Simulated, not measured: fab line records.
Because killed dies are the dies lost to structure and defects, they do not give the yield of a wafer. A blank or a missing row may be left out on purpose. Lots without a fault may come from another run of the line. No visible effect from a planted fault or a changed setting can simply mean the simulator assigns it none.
The tool behind it: which one? -- flow n5_finfet -- 10 lots with 30 wafers sampled at 5 steps, on a route of 1938 steps

== WHAT THE GAUGES SHOWED, per wafer ==
N5_BEOL_M1_RS_MEAS_58: a four-point-probe measurement. Usual: M1_RS 0.68 ohm/sq, standard deviation 0.032.
lot,measured,on,M1_RS (ohm/sq),flag
L891,day 7 13:32,film_metro-01,0.71 0.72 0.68,
L894,day 7 15:37,film_metro-01,0.69 0.64 0.68,
L895,day 7 16:11,film_metro-01,0.69 0.69 0.64,
L899,day 8 20:17,film_metro-01,0.67 0.66 0.65,
L900,day 8 21:46,film_metro-01,0.69 0.71 0.67,
L903,day 9 13:49,film_metro-02,0.67 0.64 0.65,
L904,day 10 01:24,film_metro-02,0.69 0.70 0.70,
L905,day 10 02:20,film_metro-02,0.66 0.69 0.66,
L911,day 11 12:32,film_metro-02,0.69 0.69 0.70,
L913,day 11 21:14,film_metro-01,0.69 0.66 0.65,

N5_BEOL_M1_INSPECT_59: inspects for defects (darkfield). Usual: raw_defect_count at 74, with a standard deviation of 24.
lot,measured,on,raw_defect_count,flag
L891,day 7 13:34,defect_inspect-02,43 43 91,
L894,day 7 15:39,defect_inspect-01,60 88 65,
L895,day 7 16:12,defect_inspect-02,68 75 39,
L899,day 8 20:19,defect_inspect-02,116 125 96,
L900,day 8 21:47,defect_inspect-02,53 76 51,
L903,day 9 13:50,defect_inspect-02,27 56 61,
L904,day 10 01:25,defect_inspect-02,39 67 47,
L905,day 10 02:22,defect_inspect-02,62 73 94,
L911,day 11 12:34,defect_inspect-01,73 101 72,
L913,day 11 21:16,defect_inspect-01,87 136 124,

N5_BEOL_M2_OVL_MEAS_12. Usual: M2_OVL -0.4 nm, standard deviation 0.65.
lot,measured,on,M2_OVL (nm),flag
L891,day 7 15:41,overlay-01,-0.7 0.3 -0.4,
L894,day 7 17:53,overlay-02,-1.0 -0.5 -0.4,
L895,day 7 18:23,overlay-02,-1.2 -0.7 -0.7,
L899,day 8 21:18,overlay-02,0.0 -0.2 0.1,
L900,day 9 00:31,overlay-01,-0.2 -0.2 -0.6,
L903,day 9 15:02,overlay-02,-0.2 -0.4 0.0,
L904,day 10 03:08,overlay-02,-1.0 -0.1 0.9,
L905,day 10 03:44,overlay-01,-0.7 -0.1 -0.8,
L911,day 11 14:07,overlay-01,-0.2 -0.3 -0.1,
L913,day 11 22:06,overlay-02,0.2 1.0 0.0,

N5_BEOL_M4_RC_MEAS_101. Usual: DIBL_N 36.6 mV/V, standard deviation 1.9; DIBL_P 36.7 mV/V, standard deviation 2.2; IOFF_N 0.16 nA/um, standard deviation 0.035; IOFF_P 0.22 nA/um, standard deviation 0.038; ION_N 672 uA/um, standard deviation 14; ION_P 462 uA/um, standard deviation 8.3; SS_N 71.6 mV/dec, standard deviation 0.65; SS_P 73.5 mV/dec, standard deviation 0.72; VT_N 250 mV, standard deviation 3.5; VT_P -250 mV, standard deviation 3.1.
lot,measured,on,DIBL_N (mV/V),DIBL_P (mV/V),IOFF_N (nA/um),IOFF_P (nA/um),ION_N (uA/um),ION_P (uA/um),SS_N (mV/dec),SS_P (mV/dec),VT_N (mV),VT_P (mV),flag
L891,day 9 11:10,prober-01,39.2 37.5 33.2,40.5 39.0 32.6,0.22 0.17 0.10,0.34 0.29 0.18,686 677 646,483 471 455,71.1 71.0 69.9,74.5 73.9 72.5,243 247 255,-239 -244 -252,
L894,day 9 21:14,prober-02,35.1 36.8 35.6,35.1 37.9 36.8,0.14 0.16 0.15,0.18 0.22 0.21,679 668 680,466 460 469,71.7 71.1 70.9,72.6 74.0 72.8,252 253 250,-252 -251 -249,
L895,day 9 15:41,prober-02,36.5 34.4 33.4,36.7 34.7 32.6,0.15 0.12 0.11,0.19 0.16 0.14,653 667 650,448 453 442,71.6 71.0 70.7,73.3 72.7 71.6,254 254 257,-258 -257 -257,
L899,day 10 22:46,prober-01,36.2 36.9 35.3,36.5 37.1 35.5,0.14 0.16 0.13,0.21 0.23 0.20,674 673 674,459 467 465,71.4 71.7 71.0,73.3 74.2 73.5,256 251 251,-252 -245 -250,
L900,day 11 09:17,prober-02,36.3 37.3 36.5,36.6 38.0 37.6,0.15 0.16 0.16,0.21 0.23 0.22,678 659 681,468 459 463,71.1 71.4 71.4,73.3 74.0 73.7,252 250 247,-252 -248 -250,
L903,day 11 17:41,prober-01,39.4 37.4 37.5,38.3 34.6 36.3,0.19 0.15 0.16,0.29 0.22 0.26,660 660 674,458 462 468,72.1 71.8 72.5,74.2 73.2 73.5,249 252 251,-245 -248 -248,
L904,day 12 08:23,prober-01,35.5 33.3 35.3,35.2 32.9 34.6,0.13 0.11 0.14,0.18 0.16 0.18,650 656 665,451 459 452,71.8 70.9 71.5,73.1 72.7 73.1,252 254 253,-251 -254 -251,
L905,day 12 15:44,prober-02,34.9 36.9 36.8,35.8 37.6 38.6,0.13 0.18 0.17,0.18 0.22 0.24,671 673 672,456 454 463,72.0 72.6 71.8,73.1 73.7 73.5,253 250 249,-253 -250 -248,
L911,day 14 07:06,prober-01,37.4 37.4 38.9,38.4 38.9 38.7,0.16 0.17 0.18,0.22 0.25 0.24,678 667 654,468 455 452,71.0 71.4 72.4,74.4 73.9 74.9,251 253 254,-249 -247 -249,
L913,day 14 07:49,prober-02,38.0 39.0 37.8,37.2 39.1 36.6,0.19 0.23 0.18,0.26 0.31 0.25,699 682 674,472 467 463,71.8 71.8 72.4,73.5 74.1 73.6,249 245 248,-244 -244 -245,

== WHAT TOOL EACH LOT RAN ON (gives the tool, then ch and the chambers of the sampled wafers, and finally the start) ==
lot,N5_BEOL_M2_ETCH_74
L891,"rie_diel-04 ch 1,2, day 7 15:49"
L894,"rie_diel-02 ch 0,2,3, day 7 18:00"
L895,"rie_diel-05 ch 0,1,2, day 7 18:31"
L899,"rie_diel-04 ch 0,1, day 8 21:26"
L900,"rie_diel-02 ch 0,1,2, day 9 00:50"
L903,"rie_diel-02 ch 2,3, day 9 15:12"
L904,"rie_diel-05 ch 0,3, day 10 03:25"
L905,"rie_diel-05 ch 0,2,3, day 10 03:55"
L911,"rie_diel-05 ch 0,2,3, day 11 14:29"
L913,"rie_diel-02 ch 0,2, day 11 22:19"
- N5_BEOL_M2_ETCH_74: etches underlayer in N2/H2, target depth 6.5 nm, time 5.2 s.

== AS READ BY THE TOOLS THEMSELVES (means over the sampled wafers that have a number; for cases with no such wafer, the mark the record gives instead) ==
N5_BEOL_M2_ETCH_74. Usual: chamber_pressure_mTorr 30.00 mTorr, standard deviation 0.042; drypump_motor_current_A 5.8 A, standard deviation 0.45; etch_rf_on_time_s 5.28 s, standard deviation 0.17; n2_flow_sccm 200.0 sccm, standard deviation 0.65; oes_product_au 0.63 a.u., standard deviation 0.066; rf_fwd_power_W 818.9 W, standard deviation 2.5; rf_vpp_V 524 V, standard deviation 3.1; showerhead_plenum_p_Torr 2.57 Torr, standard deviation 0.098; throttle_valve_pct 17.95 %, standard deviation 0.25.
lot,tool,chamber_pressure_mTorr (mTorr),drypump_motor_current_A (A),etch_rf_on_time_s (s),n2_flow_sccm (sccm),oes_product_au (a.u.),rf_fwd_power_W (W),rf_vpp_V (V),showerhead_plenum_p_Torr (Torr),throttle_valve_pct (%),flag
L891,rie_diel-04,29.99,5.6,5.39,200.0,0.61,821.5,525,2.57,18.09,
L894,rie_diel-02,29.99,5.7,5.21,200.4,0.65,815.6,524,2.54,17.85,
L895,rie_diel-05,30.00,5.9,5.37,200.4,0.60,816.0,523,2.53,18.06,
L899,rie_diel-04,29.97,5.5,5.35,200.0,0.64,820.0,522,2.50,17.64,
L900,rie_diel-02,29.98,6.0,6.65,199.7,0.56,618.5,574,2.57,17.89,OFF
L903,rie_diel-02,30.03,5.9,6.30,200.0,0.60,617.7,576,2.64,17.87,OFF
L904,rie_diel-05,29.95,5.8,5.34,199.8,0.60,820.2,523,2.53,18.18,
L905,rie_diel-05,29.97,5.7,5.33,200.0,0.60,818.0,523,2.56,18.03,
L911,rie_diel-05,30.00,5.7,5.36,200.2,0.60,817.5,523,2.56,18.06,
L913,rie_diel-02,29.96,6.0,5.16,200.0,0.75,820.2,528,2.69,17.58,

== THE ANSWER, worked out from the rows above alone ==
Rule: lot off if the mean of its wafers having a number is beyond 3 standard deviations from the usual mean. A lot without any number at a reading at which 4 lots or more have one is off too. Any other lot the step has rows for is counted as sound. Order of review: gauges by route order, followed by the tools' own readings, for which a lot's mean as printed above is used. The first step at which some lot is off is used, and at that step the reading that is off furthest; a lot without a number counts as furthest.
Off: L900, L903 (N5_BEOL_M2_ETCH_74, rf_fwd_power_W).
A tool fits if, at that step or a process step before it, it ran every lot that is off, and no sound lot after the first of them. None of those tried fits.

== WHAT WAS PUT IN BY THE SIMULATOR ==
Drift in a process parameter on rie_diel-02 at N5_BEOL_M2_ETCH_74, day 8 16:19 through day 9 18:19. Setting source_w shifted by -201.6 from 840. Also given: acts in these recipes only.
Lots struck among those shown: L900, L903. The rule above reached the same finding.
